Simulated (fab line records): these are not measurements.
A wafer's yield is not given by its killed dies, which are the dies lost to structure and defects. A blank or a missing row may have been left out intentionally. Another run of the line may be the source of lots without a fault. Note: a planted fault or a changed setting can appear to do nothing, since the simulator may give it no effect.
Which tool was responsible? ; flow nandHarc ; 72 wafers from 24 lots sampled at 6 of the route's 1159 steps

== WHAT THE GAUGES SHOWED, per wafer ==
NHARC_A_SGD_CUT_INSPECT_11. Usual: rawDefectCount at 17, with a standard deviation of 8.4.
lot;measured;on;rawDefectCount;flag
L074;day 13 19:40;defectInspect-01;12 4 12;
L076;day 14 01:04;defectInspect-01;13 18 18;
L075;day 14 00:17;defectInspect-01;10 12 8;
L078;day 14 06:31;defectInspect-02;10 16 14;
L077;day 14 06:55;defectInspect-01;7 9 8;
L080;day 14 22:31;defectInspect-01;24 22 22;
L079;day 14 22:21;defectInspect-01;12 7 9;
L083;day 15 22:34;defectInspect-02;17 26 21;
L082;day 15 21:20;defectInspect-01;8 13 10;
L081;day 15 22:09;defectInspect-02;11 3 10;
L084;day 16 11:06;defectInspect-02;8 5 10;
L085;day 16 10:28;defectInspect-02;31 26 34;
L087;day 16 21:22;defectInspect-01;15 12 6;
L086;day 16 21:36;defectInspect-02;16 20 30;
L089;day 17 19:37;defectInspect-02;11 12 13;
L088;day 17 19:27;defectInspect-02;25 22 23;
L091;day 17 19:46;defectInspect-01;28 28 33;
L092;day 17 21:20;defectInspect-01;21 16 7;
L090;day 17 21:07;defectInspect-01;31 26 20;
L093;day 18 00:49;defectInspect-02;29 25 26;
L094;day 18 12:19;defectInspect-01;13 9 22;
L096;day 19 01:01;defectInspect-01;20 14 20;
L097;day 19 00:04;defectInspect-02;32 36 29;
L095;day 19 00:22;defectInspect-02;17 22 26;

== WHICH TOOL RAN EACH LOT (tool, then ch and the chambers of the sampled wafers, then the start) ==
lot;NHARC_A_STAIRCASE_HM_DEP_456;NHARC_A_STAIRCASE_STRIP_316;NHARC_A_STAIRCASE_ETCHBACK_416;NHARC_A_STAIRCASE_ETCH_444;NHARC_A_STAIRCASE_ETCHBACK_157
L074;aclDep-01 ch 0, day 11 09:48;rieDiel-11 ch 0,1,2, day 13 13:40 or earlier;rieDiel-06 ch 0,1,3, day 13 13:40 or earlier;rieDiel-06 ch 1,2, day 13 13:40;rieDiel-01 ch 1,3, day 13 17:47
L076;aclDep-03 ch 0, day 11 14:09;rieDiel-06 ch 1,3, day 13 19:01 or earlier;rieDiel-01 ch 0,1, day 13 19:01 or earlier;rieDiel-01 ch 0,1,3, day 13 19:01;rieDiel-06 ch 0,1,2, day 13 23:09
L075;aclDep-02 ch 0, day 11 14:45;rieDiel-06 ch 2,3, day 13 18:30 or earlier;rieDiel-06 ch 0,2, day 13 18:30 or earlier;rieDiel-06 ch 0,3, day 13 18:30;rieDiel-06 ch 1,2,3, day 13 22:33
L078;aclDep-03 ch 0, day 11 22:07;rieDiel-06 ch 0,1,3, day 14 00:38 or earlier;rieDiel-06 ch 0,2,3, day 14 00:38 or earlier;rieDiel-11 ch 2,3, day 14 00:38;rieDiel-06 ch 0,3, day 14 04:32
L077;aclDep-02 ch 0, day 11 23:58;rieDiel-01 ch 0,1, day 14 00:44 or earlier;rieDiel-11 ch 0,1,3, day 14 00:44 or earlier;rieDiel-06 ch 0,1,3, day 14 00:44;rieDiel-06 ch 0,2,3, day 14 04:46
L080;aclDep-01 ch 0, day 12 16:58;rieDiel-06 ch 0,1,2, day 14 16:34 or earlier;rieDiel-01 ch 0,3, day 14 16:34 or earlier;rieDiel-06 ch 0,1,3, day 14 16:34;rieDiel-06 ch 1,2,3, day 14 20:37
L079;aclDep-02 ch 0, day 12 18:22;rieDiel-06 ch 1,3, day 14 16:40 or earlier;rieDiel-11 ch 2,3, day 14 16:40 or earlier;rieDiel-11 ch 1,2,3, day 14 16:40;rieDiel-11 ch 0,1,2, day 14 20:28
L083;aclDep-03 ch 0, day 13 06:17;rieDiel-01 ch 1,2, day 15 16:47 or earlier;rieDiel-06 ch 2,3, day 15 16:47 or earlier;rieDiel-06 ch 0,2, day 15 16:47;rieDiel-01 ch 0,2,3, day 15 20:47
L082;aclDep-03 ch 0, day 13 08:08;rieDiel-11 ch 0,1,3, day 15 15:23 or earlier;rieDiel-01 ch 1,3, day 15 15:23 or earlier;rieDiel-06 ch 1,2, day 15 15:23;rieDiel-11 ch 0,1,2, day 15 19:29
L081;aclDep-02 ch 0, day 13 13:40;rieDiel-01 ch 1,3, day 15 16:19 or earlier;rieDiel-06 ch 1,2, day 15 16:19 or earlier;rieDiel-11 ch 1,2,3, day 15 16:19;rieDiel-01 ch 1,2,3, day 15 20:05
L084;aclDep-01 ch 0, day 14 01:43;rieDiel-11 ch 2,3, day 16 04:52 or earlier;rieDiel-01 ch 1,3, day 16 04:52 or earlier;rieDiel-11 ch 0,2, day 16 04:52;rieDiel-01 ch 0,1, day 16 09:17
L085;aclDep-03 ch 0, day 14 02:30;rieDiel-11 ch 0,2,3, day 16 04:20 or earlier;rieDiel-06 ch 0,2,3, day 16 04:20 or earlier;rieDiel-06 ch 1,2,3, day 16 04:20;rieDiel-06 ch 1,2,3, day 16 08:37
L087;aclDep-01 ch 0, day 14 13:44;rieDiel-06 ch 0,1,3, day 15 04:50 or earlier;rieDiel-01 ch 0,1,3, day 15 04:50;rieDiel-06 ch 0,1,2, day 16 15:35;rieDiel-01 ch 0,1,2, day 16 19:34
L086;aclDep-03 ch 0, day 14 15:19;rieDiel-01 ch 1,2, day 16 15:45 or earlier;rieDiel-11 ch 0,3, day 16 15:45 or earlier;rieDiel-11 ch 1,3, day 16 15:45;rieDiel-06 ch 0,1,2, day 16 19:49
L089;aclDep-03 ch 0, day 15 03:20;rieDiel-06 ch 0,2, day 17 13:35 or earlier;rieDiel-01 ch 2,3, day 17 13:35 or earlier;rieDiel-06 ch 0,3, day 17 13:35;rieDiel-11 ch 0,2,3, day 17 17:38
L088;aclDep-01 ch 0, day 15 04:54;rieDiel-01 ch 2,3, day 17 13:43 or earlier;rieDiel-06 ch 0,3, day 17 13:43 or earlier;rieDiel-11 ch 2,3, day 17 13:43;rieDiel-11 ch 2,3, day 17 17:28
L091;aclDep-01 ch 0, day 15 08:20;rieDiel-01 ch 0,2,3, day 17 14:07 or earlier;rieDiel-06 ch 0,3, day 17 14:07 or earlier;rieDiel-01 ch 0,2,3, day 17 14:07;rieDiel-01 ch 1,3, day 17 17:56
L092;aclDep-01 ch 0, day 15 11:51;rieDiel-01 ch 0,1,3, day 17 15:02 or earlier;rieDiel-11 ch 0,2,3, day 17 15:02 or earlier;rieDiel-06 ch 0,2,3, day 17 15:02;rieDiel-06 ch 2,3, day 17 19:04
L090;aclDep-02 ch 0, day 15 11:57;rieDiel-06 ch 0,2,3, day 17 14:56 or earlier;rieDiel-11 ch 1,2,3, day 17 14:56 or earlier;rieDiel-11 ch 0,1,2, day 17 14:56;rieDiel-01 ch 0,1,3, day 17 18:57
L093;aclDep-01 ch 0, day 15 17:04;rieDiel-01 ch 0,1,2, day 17 18:55 or earlier;rieDiel-01 ch 0,1,3, day 17 18:55 or earlier;rieDiel-11 ch 0,2,3, day 17 18:55;rieDiel-11 ch 1,2,3, day 17 23:01
L094;aclDep-01 ch 0, day 16 07:47;rieDiel-01 ch 0,2,3, day 18 06:03 or earlier;rieDiel-01 ch 0,1,3, day 18 06:03 or earlier;rieDiel-06 ch 0,2,3, day 18 06:03;rieDiel-11 ch 0,3, day 18 10:29
L096;aclDep-01 ch 0, day 16 17:44;rieDiel-11 ch 1,2,3, day 18 19:05 or earlier;rieDiel-06 ch 0,2, day 18 19:05 or earlier;rieDiel-01 ch 0,3, day 18 19:05;rieDiel-06 ch 0,3, day 18 23:10
L097;aclDep-03 ch 0, day 16 17:45;rieDiel-06 ch 0,2,3, day 18 17:54 or earlier;rieDiel-06 ch 0,2,3, day 18 17:54 or earlier;rieDiel-01 ch 0,2,3, day 18 17:54;rieDiel-11 ch 1,3, day 18 21:43
L095;aclDep-02 ch 0, day 16 19:31;rieDiel-06 ch 0,2,3, day 18 18:19 or earlier;rieDiel-01 ch 1,3, day 18 18:19 or earlier;rieDiel-11 ch 1,2,3, day 18 18:19;rieDiel-06 ch 1,2,3, day 18 22:14
- NHARC_A_STAIRCASE_HM_DEP_456: deposits aC, target thk 1500 nm.
- NHARC_A_STAIRCASE_STRIP_316: strips in O2.
- NHARC_A_STAIRCASE_ETCHBACK_416: etches the open film in C4F8/O2/Ar, target depth 36 nm, time 7.2 s.
- NHARC_A_STAIRCASE_ETCH_444: etches the open film in C4F8/O2, target depth 10200 nm, time 3400 s.
- NHARC_A_STAIRCASE_ETCHBACK_157: etches the open film in CH3F/O2, target depth 90 nm, time 167.14 s.

== WHAT THE TOOLS THEMSELVES READ (means of the sampled wafers that have a number; where no wafer has one, the mark that the record gives instead) ==
NHARC_A_STAIRCASE_HM_DEP_456. Usual: throttleValvePct at 34.999 %, with a standard deviation of 0.0086.
lot;tool;throttleValvePct (%);flag
L074;aclDep-01;35.004;
L076;aclDep-03;34.995;
L075;aclDep-02;35.008;
L078;aclDep-03;35.008;
L077;aclDep-02;34.998;
L080;aclDep-01;35.009;
L079;aclDep-02;34.992;
L083;aclDep-03;34.991;
L082;aclDep-03;35.000;
L081;aclDep-02;34.997;
L084;aclDep-01;35.010;
L085;aclDep-03;34.995;
L087;aclDep-01;34.991;
L086;aclDep-03;35.000;
L089;aclDep-03;35.003;
L088;aclDep-01;35.004;
L091;aclDep-01;34.992;
L092;aclDep-01;35.007;
L090;aclDep-02;34.993;
L093;aclDep-01;35.005;
L094;aclDep-01;34.996;
L096;aclDep-01;35.006;
L097;aclDep-03;34.992;
L095;aclDep-02;35.007;

NHARC_A_STAIRCASE_STRIP_316. Usual: drypumpMotorCurrentA 5.8 A, standard deviation 0.4; oesProductAu 1.001 a.u., standard deviation 0.0069; rfVppV 57.8 V, standard deviation 0.93; showerheadPlenumPTorr 3.57 Torr, standard deviation 0.15; throttleValvePct 17.035 %, standard deviation 0.0089.
lot;tool;drypumpMotorCurrentA (A);oesProductAu (a.u.);rfVppV (V);showerheadPlenumPTorr (Torr);throttleValvePct (%);flag
L074;rieDiel-11;5.8;0.996;58.4;3.69;17.038;
L076;rieDiel-06;5.5;1.002;58.5;3.71;17.039;
L075;rieDiel-06;5.3;1.003;57.6;3.56;17.034;
L078;rieDiel-06;5.7;0.995;58.8;3.62;17.038;
L077;rieDiel-01;6.1;1.000;57.0;3.42;17.028;
L080;rieDiel-06;5.7;1.001;57.9;3.56;17.038;
L079;rieDiel-06;5.3;0.996;58.8;3.70;17.035;
L083;rieDiel-01;5.8;0.993;57.0;3.33;17.039;
L082;rieDiel-11;5.9;0.997;57.4;3.54;17.033;
L081;rieDiel-01;5.9;0.998;57.6;3.42;17.042;
L084;rieDiel-11;5.6;1.008;57.9;3.63;17.040;
L085;rieDiel-11;5.6;1.000;57.5;3.60;17.034;
L087;rieDiel-06;5.7;0.994;57.9;3.61;17.034;
L086;rieDiel-01;5.9;1.005;57.6;3.66;17.036;
L089;rieDiel-06;6.0;1.000;57.3;3.45;17.034;
L088;rieDiel-01;5.7;1.004;56.7;3.42;17.040;
L091;rieDiel-01;6.0;1.008;57.7;3.50;17.036;
L092;rieDiel-01;6.0;0.995;57.5;3.64;17.022;
L090;rieDiel-06;5.7;0.999;57.9;3.53;17.038;
L093;rieDiel-01;6.0;1.005;58.8;3.61;17.033;
L094;rieDiel-01;6.0;1.002;57.0;3.50;17.041;
L096;rieDiel-11;5.9;1.010;57.5;3.56;17.039;
L097;rieDiel-06;5.7;0.999;57.7;3.52;17.035;
L095;rieDiel-06;5.7;0.993;58.4;3.52;17.033;

NHARC_A_STAIRCASE_ETCHBACK_416. Usual: oesProductAu 0.94 a.u., standard deviation 0.034; rfVppV 724 V, standard deviation 4.5.
lot;tool;oesProductAu (a.u.);rfVppV (V);flag
L074;rieDiel-06;0.99;726;
L076;rieDiel-01;1.00;723;
L075;rieDiel-06;0.92;722;
L078;rieDiel-06;0.93;724;
L077;rieDiel-11;0.93;723;
L080;rieDiel-01;1.00;725;
L079;rieDiel-11;1.00;722;
L083;rieDiel-06;0.93;724;
L082;rieDiel-01;0.93;718;
L081;rieDiel-06;0.93;726;
L084;rieDiel-01;1.00;729;
L085;rieDiel-06;0.92;724;
L087;rieDiel-01;0.95;727;
L086;rieDiel-11;0.93;724;
L089;rieDiel-01;0.93;719;
L088;rieDiel-06;0.92;726;
L091;rieDiel-06;0.92;725;
L092;rieDiel-11;0.92;724;
L090;rieDiel-11;0.93;723;
L093;rieDiel-01;0.92;726;
L094;rieDiel-01;0.93;726;
L096;rieDiel-06;0.92;721;
L097;rieDiel-06;0.92;723;
L095;rieDiel-01;1.00;725;

NHARC_A_STAIRCASE_ETCH_444. Usual: oesProductAu 0.932 a.u., standard deviation 0.016; rfVppV 808 V, standard deviation 4.8.
lot;tool;oesProductAu (a.u.);rfVppV (V);flag
L074;rieDiel-06;0.935;809;
L076;rieDiel-01;0.929;805;
L075;rieDiel-06;0.918;807;
L078;rieDiel-11;0.924;806;
L077;rieDiel-06;0.924;809;
L080;rieDiel-06;0.921;809;
L079;rieDiel-11;0.918;808;
L083;rieDiel-06;0.924;804;
L082;rieDiel-06;0.930;807;
L081;rieDiel-11;0.924;808;
L084;rieDiel-11;0.923;813;
L085;rieDiel-06;0.933;809;
L087;rieDiel-06;0.926;807;
L086;rieDiel-11;0.956;805;
L089;rieDiel-06;0.921;807;
L088;rieDiel-11;0.962;806;
L091;rieDiel-01;0.936;805;
L092;rieDiel-06;0.921;806;
L090;rieDiel-11;0.957;812;
L093;rieDiel-11;0.972;809;
L094;rieDiel-06;0.926;806;
L096;rieDiel-01;0.927;808;
L097;rieDiel-01;0.935;805;
L095;rieDiel-11;0.945;807;

NHARC_A_STAIRCASE_ETCHBACK_157. Usual: drypumpMotorCurrentA 5.8 A, standard deviation 0.4; oesProductAu 0.981 a.u., standard deviation 0.027; rfVppV 244.7 V, standard deviation 1.8; showerheadPlenumPTorr 2.49 Torr, standard deviation 0.1; throttleValvePct 20.662 %, standard deviation 0.0084.
lot;tool;drypumpMotorCurrentA (A);oesProductAu (a.u.);rfVppV (V);showerheadPlenumPTorr (Torr);throttleValvePct (%);flag
L074;rieDiel-01;5.8;0.993;242.4;2.38;20.654;
L076;rieDiel-06;5.7;0.950;245.4;2.47;20.668;
L075;rieDiel-06;5.3;1.000;245.1;2.53;20.658;
L078;rieDiel-06;5.7;0.917;245.0;2.51;20.660;
L077;rieDiel-06;5.6;0.997;245.8;2.46;20.661;
L080;rieDiel-06;5.3;0.996;244.4;2.53;20.663;
L079;rieDiel-11;5.8;0.996;245.8;2.57;20.655;
L083;rieDiel-01;6.0;1.007;244.0;2.44;20.664;
L082;rieDiel-11;5.8;0.944;245.4;2.56;20.661;
L081;rieDiel-01;5.8;1.002;244.7;2.48;20.661;
L084;rieDiel-01;6.2;0.993;247.0;2.58;20.665;
L085;rieDiel-06;5.4;0.997;245.3;2.52;20.657;
L087;rieDiel-01;6.0;0.928;245.6;2.52;20.666;
L086;rieDiel-06;5.7;0.942;243.2;2.46;20.666;
L089;rieDiel-11;5.6;0.969;245.2;2.50;20.673;
L088;rieDiel-11;5.6;0.955;245.3;2.52;20.661;
L091;rieDiel-01;5.9;0.998;246.0;2.57;20.668;
L092;rieDiel-06;5.3;1.009;243.4;2.46;20.661;
L090;rieDiel-01;6.0;0.971;245.1;2.53;20.661;
L093;rieDiel-11;5.9;1.000;244.9;2.48;20.665;
L094;rieDiel-11;5.6;1.009;244.9;2.48;20.662;
L096;rieDiel-06;6.0;0.992;244.0;2.44;20.659;
L097;rieDiel-11;6.2;0.994;243.5;2.42;20.658;
L095;rieDiel-06;5.4;1.000;245.7;2.51;20.656;

== THE ANSWER, worked out from the rows above alone ==
Rule: lot off if the mean of its wafers having a number is beyond 3 standard deviations from the usual mean. Also off: a lot with no number at a reading for which 4 or more lots have one. The other lots that the step has rows for count as sound. The gauges are gone through in route order, then the tools' own readings, and for those a lot's mean is taken as printed above. At the first step where some lot is off, the reading lying furthest off is the one used; lots without a number count as furthest.
No lot is off at any reading shown: from this, nothing can be told.

== WHAT THE SIMULATOR PUT IN ==
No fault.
